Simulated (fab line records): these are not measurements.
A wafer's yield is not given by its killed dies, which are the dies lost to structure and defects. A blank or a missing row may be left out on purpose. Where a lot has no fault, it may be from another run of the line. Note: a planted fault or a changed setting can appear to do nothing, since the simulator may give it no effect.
A lot that was struck, set against a sound lot	flow n5 finfet	36 steps out of a route of 1938
Sound: these wafers, L684.2, L684.3, L684.6. Struck: wafers L676.1, L676.3, L676.6. Last of all comes the cause.
Each step with rows lists, per side, the tool, then ch with its chambers, then its first start. Under that, the readings that differ: sound wafers	struck wafers	difference of the means	sigmas: that difference in standard deviations of wafers without a fault.
alike: readings with means less than 2 such deviations apart, plus words and numbers identical on both sides. not compared: withheld readings, readings lacking a value on some wafer, bounds such as >300 that could conceal the same value, and numbers that have no deviation in the record and whose values overlap.
A row with sigmas, a row that says differs or no value, or rows on one side alone: a step with any of these is where the two part. Numbers that have no deviation but don't overlap get no sigmas and don't part them. Lack of a reading on every wafer of one side parts them only where that side has two or more wafers.

first, 9 steps without rows for these wafers: N5_BEOL_M4_ANNEAL_95 (time 240 s); N5_BEOL_M4_SPUTTER_96 (material Cu, target thk 4.5 nm, time 8.29 s); N5_BEOL_M4_ECD_50 (material Cu, target thk 300 nm); N5_BEOL_M4_ANNEAL_51 (time 90 s); N5_BEOL_M4_CMP_52 (polishes, stops on SiOC, t overpolish 6.8 s, target thk 40 nm); N5_BEOL_M4_PRE_CLEAN_60 (time 15 s); N5_BEOL_M4_CO_CAP_55 (material Co, precursor CCTBA/H2, target thk 2 nm, time 102.1 s); N5_BEOL_M4_PRE_CLEAN_56 (time 15 s); N5_BEOL_M4_DEP_57 (deposits SiCN from 3MS/NH3, target thk 8 nm, time 14 s).
N5_BEOL_M4_RC_MEAS_101:
  sound on prober-01 ch 0, day 14 08:02; struck on prober-01 ch 0, day 11 03:21
  alike: DIBL_N, DIBL_P, IOFF_N, IOFF_P, ION_N, ION_P, SS_N, SS_P, VT_N, VT_P
then, 24 steps without rows for these wafers: N5_BEOL_M5_ILD_DEP_00 (deposits SiCOH lowk from DEMS/porogen, target thk 140.64 nm, time 25.9 s); N5_BEOL_M5_CURE_79 (cures SiCOH lowk, time 240 s); N5_BEOL_M5_PECVD_70 (deposits SiO2 from TEOS/O2, target thk 16 nm, time 18 s); N5_BEOL_M5_HM_DEP_02 (deposits TiN, target thk 20 nm); N5_BEOL_M5_COAT_59 (time 60 s, resist thk 60 nm); N5_BEOL_M5_COAT_60 (time 60 s, resist thk 12 nm); N5_BEOL_M5_COAT_71 (time 60 s, resist thk 5 nm); N5_BEOL_M5_COAT_05 (resist thk 30 nm); N5_BEOL_M5_EBR_07; N5_BEOL_M5_SOFTBAKE_06 (time 60 s); N5_BEOL_M5_EXPOSE_08 (exposes mask M5, target cd 28 nm); N5_BEOL_M5_PEB_09 (peb time 60 s); N5_BEOL_M5_DEVELOP_10 (develop time 30 s); N5_BEOL_M5_DESCUM_16 (chemistry O2, time 7 s); N5_BEOL_M5_ETCH_72 (etches underlayer in N2/H2, target depth 6.5 nm, time 5.2 s); N5_BEOL_M5_ETCH_61 (etches SiARC in CF4, target depth 15.6 nm, time 26 s); N5_BEOL_M5_ETCH_62 (etches SOC in N2/H2, target depth 75 nm, overetch 15 nm, time 112.5 s); N5_BEOL_M5_STRIP_63 (strips in N2/H2); N5_BEOL_M5_STRIP_73 (strips in N2/H2); N5_BEOL_M5_STRIP_64 (strips in CF4); N5_BEOL_M5_HM_OPEN_17 (chemistry Cl2/BCl3, target TiN, target depth 20 nm, overetch 6 nm); N5_BEOL_M5_STRIP_19 (strips in O2); N5_BEOL_M5_COAT_65 (time 60 s, resist thk 60 nm); N5_BEOL_M5_COAT_66 (time 60 s, resist thk 12 nm).
-- record jumps: 2 days separate the struck wafers' starts on either side; left off in module BEOL_M5, taken up again in module BEOL_M7, whose first shown step is the route's number 1266 --
N5_BEOL_M7_PECVD_70: deposits SiO2 from TEOS/O2, target thk 20 nm, time 22.7 s.
  sound on pecvd-02 ch 0,1,2, day 15 04:39; struck on pecvd-01 ch 0,2, day 13 03:59
  no value came back on the struck wafers for any of 6 readings (chamber pressure Torr (Torr), heater power outer w (W) and others); on the sound wafers chamber pressure Torr (Torr) reads 5.498 5.492 5.520
-- a jump in the record: the struck wafers' starts before and after are 4 days apart (it breaks off in module BEOL_M7 and resumes in module PASSIVATION, where the first step shown is number 1936 of the route) --
N5_PASSIVATION_PROBE_49:
  rows exist in the record for the struck wafers here (prober-01, day 16 21:13), but not for the sound ones

WHERE THEY PART
Last at N5_PASSIVATION_PROBE_49 as far as this record goes, first at N5_BEOL_M7_PECVD_70.

WHY: whatever the simulator had introduced
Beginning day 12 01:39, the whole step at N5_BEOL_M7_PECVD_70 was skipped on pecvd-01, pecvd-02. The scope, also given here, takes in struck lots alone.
